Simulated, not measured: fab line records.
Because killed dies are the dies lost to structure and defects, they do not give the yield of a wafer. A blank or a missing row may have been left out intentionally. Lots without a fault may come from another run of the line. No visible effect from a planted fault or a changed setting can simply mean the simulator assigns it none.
Code-filled problem report in 8D (eight disciplines) form || flow n5 finfet || the parts of the form that need people (team, actions taken, sign-off) are left out

1. THE PROBLEM
Mean of rf fwd power W at N5_FIN_SAQP_ETCH_69: 996.8 W across 6 wafers in 2 lots; on wafers with no fault it is 843.6 W (standard deviation 2.9). Relative to the usual mean, that is a shift of +53 standard deviations.
The step: etches SOC in N2/H2, stops on SiNx, target depth 150 nm.
First seen on wafer L196.3, day 5 02:13, on rie diel-01. At this step, 18 wafers from 6 lots have a number in the record. The rule behind "out" and "out of limits": a value lying over 4 standard deviations away from the usual mean. All remaining wafers that have a number are taken as sound.

2. WHAT IT IS, WHAT IT ISN'T
{"question": "which readings at this step", "is": "rf fwd power W, rf vpp V", "is not": "h2 flow sccm, oes product au, showerhead plenum p Torr, throttle valve pct"}
{"question": "which lots", "is": "L196, L197", "is not": "L185, L201, L203, L207"}
{"question": "which wafers of those lots", "is": "all that have a number", "is not": "-"}
{"question": "read on which tools", "is": "rie diel-01", "is not": "rie diel-02"}
{"question": "when", "is": "from day 5 02:13", "is not": "up to then (3 sound wafers); but 9 sound wafers of L201, L203, L207 came after"}

3. WHAT RULES OUT EACH SUSPECT
Counting: a tool stays on the suspect list if, at a process step up to the reading, it processed all lots that are out and no sound lot following the first of them.
- rie si-03 at N5_FIN_SAQP_ETCH_65 (etches SiO2 in CF4, target depth 4 nm, time 4.4 s): ruled out as a lasting fault. After its first lot that is out, L196 (day 5 01:39), sound lots L203, L207 ran on it.
- rie diel-01 at N5_FIN_SAQP_ETCH_69 (etches SOC in N2/H2, stops on SiNx, target depth 150 nm): kept. All lots that are out passed through it, beginning with L196 at day 5 02:13, and no sound lot followed; its final sound lot before that point was L185 at day 2 07:22. Its own rf fwd power W, rf vpp V readings are out on those wafers.
Remaining after the count: rie diel-01 at N5_FIN_SAQP_ETCH_69.

4. THE CAUSE (what the simulator had put in)
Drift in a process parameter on rie diel-01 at N5_FIN_SAQP_ETCH_69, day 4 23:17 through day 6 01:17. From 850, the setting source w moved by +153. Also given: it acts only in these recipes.
After counting, this tool was the only one left.

5. THE CHAIN OF EFFECTS, in route order
One row per reading whose mean, taken over the struck wafers that have a number, lies over 3 standard deviations from the usual. Only readings whose record carries a usual standard deviation are examined. hours: median over the lots of the time between each lot's start at the first step of this table that gives one and its start at this step. sigmas: the change, counted in usual standard deviations.
{"hours": 0, "step": "N5_FIN_SAQP_ETCH_69", "reading": "rf fwd power W", "usual": "843.6 W", "on struck wafers": 996.8, "change": "+153.2", "sigmas": "+53"}
{"hours": 0, "step": "N5_FIN_SAQP_ETCH_69", "reading": "rf vpp V", "usual": "240.7 V", "on struck wafers": 226.3, "change": -14.3, "sigmas": -10}
It contains these process steps:
- N5_FIN_SAQP_ETCH_69: etches SOC in N2/H2, stops on SiNx, target depth 150 nm.
Later steps that measure or inspect, where all struck wafers having a row at the step show a number for every such reading and not one has moved that far: N5_BEOL_M4_RC_MEAS_101.

6. WHAT WOULD HAVE CAUGHT IT SOONER
In this record no reading fell out of limits until day 5 02:13, 3 hours after the fault had begun at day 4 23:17.
